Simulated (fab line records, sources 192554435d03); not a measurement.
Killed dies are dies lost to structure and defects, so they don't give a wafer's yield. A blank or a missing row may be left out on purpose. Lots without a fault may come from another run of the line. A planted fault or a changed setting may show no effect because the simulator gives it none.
A struck lot beside a sound one | flow n5_finfet | 24 steps out of a route of 1938
Sound: wafers L974.2, L974.4, L974.5. Struck: wafers L967.1, L967.4, L967.5. The cause comes at the end.
At each step with rows: each side's tool, then ch and its chambers, then its first start. Under that, the readings that differ: sound wafers | struck wafers | difference of the means | sigmas: that difference in standard deviations of wafers without a fault.
alike: readings whose means differ by less than 2 such deviations, and words and numbers that are the same on both sides. not compared: withheld readings, readings that some wafer has no value for, bounds like >300 that may hide the same value, and numbers for which the record gives no deviation and whose values overlap.
The two part at a step that has a row with sigmas, a row that says differs or no value, or rows on one side only. Numbers that don't overlap but have no deviation are shown without sigmas and don't part them. A reading that every wafer of one side lacks parts them only if that side has two wafers or more.

first, 8 steps without rows for these wafers: N5_BEOL_M10_ANNEAL_51 (time 90 s); N5_BEOL_M10_CMP_52 (polishes, stops on SiCOH lowk, t overpolish 7 s, target thk 140 nm); N5_BEOL_M10_PRE_CLEAN_55 (time 15 s); N5_BEOL_M10_DEP_56 (deposits SiCN from 3MS/NH3, target thk 15 nm, time 26.5 s); N5_BEOL_M11_ILD_DEP_00 (deposits SiCOH lowk from DEMS/porogen, target thk 308.51 nm, time 58 s); N5_BEOL_M11_CURE_71 (cures SiCOH lowk, time 240 s); N5_BEOL_M11_PECVD_70 (deposits SiO2 from TEOS/O2, target thk 20 nm, time 22.7 s); N5_BEOL_M11_HM_DEP_02 (deposits TiN, target thk 20 nm).
N5_BEOL_M11_COAT_59: time 60 s, resist thk 100 nm.
  sound on litho_track-03 ch 0, day 14 02:10; struck on litho_track-05 ch 0, day 12 12:14
  reading                                   | sound                | struck               | difference | sigmas
  spin_speed_rpm (rpm)                      | 1500.1 1498.4 1499.3 | 1437.9 1439.8 1438.2 | -60.6      | -55
  model.SOC_of_BEOL_M11_COAT_59.thk_nm (nm) | 99.4 99.8 99.6       | 102.6 102.2 102.2    | +2.7       |
then, 9 steps without rows for these wafers: N5_BEOL_M11_COAT_60 (time 60 s, resist thk 30 nm); N5_BEOL_M11_COAT_05 (resist thk 90 nm); N5_BEOL_M11_EBR_07; N5_BEOL_M11_SOFTBAKE_06 (time 60 s); N5_BEOL_M11_EXPOSE_08 (exposes mask M11); N5_BEOL_M11_PEB_09 (peb time 60 s); N5_BEOL_M11_DEVELOP_10 (develop time 30 s); N5_BEOL_M11_DESCUM_16 (chemistry O2, time 7.9 s); N5_BEOL_M11_ETCH_61 (etches SiARC in CF4, target depth 39 nm, time 65 s).
N5_BEOL_M11_ETCH_62: etches SOC in N2/H2, target depth 110 nm, overetch 22 nm, time 165 s.
  sound on rie_diel-06 ch 0,1,3, day 14 02:43; struck on rie_diel-01 ch 1,2, day 12 13:02
  reading                  | sound            | struck            | difference | sigmas
  model.etch.depth_nm (nm) | 99.32 99.8 99.52 | 102.5 102.3 102.2 | +2.8       |
  alike: bias_w, drypump_motor_current_A, oes_product_au, rf_vpp_V, showerhead_plenum_p_Torr, temp_c, throttle_valve_pct
  not compared: rf_hours_counter_h
then, 2 steps without rows for these wafers: N5_BEOL_M11_STRIP_68 (strips in N2/H2); N5_BEOL_M11_STRIP_67 (strips in CF4).
N5_BEOL_M11_HM_OPEN_17: chemistry Cl2/BCl3, target TiN, target depth 20 nm, overetch 6 nm.
  sound on rie_metal-03 ch 0,1, day 14 02:54; struck on rie_metal-01 ch 0, day 12 13:13
  reading                                   | sound          | struck         | difference | sigmas
  he_backside_leak_sccm (sccm)              | 3.5 3.7 3.7    | 3.0 3.1 3.0    | -0.6       | -2
  model.SOC_of_BEOL_M11_COAT_59.thk_nm (nm) | 91.4 91.8 91.4 | 94.6 94.4 94.4 | +2.9       |
  alike: bias_w, drypump_motor_current_A, oes_product_au, throttle_valve_pct
  not compared: rf_hours_counter_h
then, 1 step without rows for these wafers: N5_BEOL_M11_STRIP_19 (strips in O2).
-- the record jumps here: 2 days lie between the struck wafers' starts before and after (it left off in module BEOL_M11 and takes up again in module PASSIVATION, whose first step shown is number 1936 of the route) --
N5_PASSIVATION_PROBE_49:
  the record has rows for the struck wafers here (prober-01, day 14 16:52) and none for the sound ones

WHERE THEY PART
First at N5_BEOL_M11_COAT_59; last, within this record, at N5_PASSIVATION_PROBE_49.

WHY: what the simulator had put in
Process parameter drift: litho_track-05, from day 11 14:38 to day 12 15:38, at N5_BEOL_M11_COAT_59. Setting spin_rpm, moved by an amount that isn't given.
